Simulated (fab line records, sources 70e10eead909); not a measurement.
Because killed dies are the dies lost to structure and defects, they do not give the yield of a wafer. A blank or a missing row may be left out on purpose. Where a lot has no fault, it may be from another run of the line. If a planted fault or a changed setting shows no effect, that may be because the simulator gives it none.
Chamber matching / flow nand_harc / NHARC_A_CONTACT_DESCUM_47 on rie_diel-07: 4 sister chambers
The step chemistry O2, time 3 s. 4 wafers are shown with their chamber, then 8 later ones without.

== WAFERS WITH THEIR CHAMBER ==
wafer=L966.5; chamber=0; showerhead_plenum_p_Torr (Torr)=1.82
wafer=L970.1; chamber=2; showerhead_plenum_p_Torr (Torr)=1.93
wafer=L970.3; chamber=1; showerhead_plenum_p_Torr (Torr)=1.98
wafer=L973.2; chamber=3; showerhead_plenum_p_Torr (Torr)=2.01

== WAFERS WITHOUT THEIR CHAMBER ==
wafer=L973.5; showerhead_plenum_p_Torr (Torr)=2.01
wafer=L973.6; showerhead_plenum_p_Torr (Torr)=1.82
wafer=L975.1; showerhead_plenum_p_Torr (Torr)=1.93
wafer=L975.4; showerhead_plenum_p_Torr (Torr)=1.98
wafer=L975.6; showerhead_plenum_p_Torr (Torr)=1.98
wafer=L978.1; showerhead_plenum_p_Torr (Torr)=2.00
wafer=L978.4; showerhead_plenum_p_Torr (Torr)=1.81
wafer=L978.5; showerhead_plenum_p_Torr (Torr)=1.93

== EACH ONE'S CHAMBER ==
wafer=L973.5; from the rows above=3; in truth=3
wafer=L973.6; from the rows above=0; in truth=0
wafer=L975.1; from the rows above=2; in truth=2
wafer=L975.4; from the rows above=1; in truth=1
wafer=L975.6; from the rows above=1; in truth=1
wafer=L978.1; from the rows above=3; in truth=3
wafer=L978.4; from the rows above=0; in truth=0
wafer=L978.5; from the rows above=2; in truth=2
Placed correctly: 8 of 8. From these rows, 0 cannot be placed. Wrongly placed: 0.
How it was worked out, from the rows above alone: a wafer's distance from a chamber is the root of the sum, over the readings, of the square of ((its reading less the chamber's mean) divided by the reading's scatter). If the next closest chamber is less than 2 further off than the closest, the wafer can't be placed; otherwise it belongs to the closest. For every chamber, the mean is computed from those of its wafers that are shown. The scatter: with one shown wafer a chamber, the root of the mean of the squares of how far each hidden wafer lies from its nearest shown one.
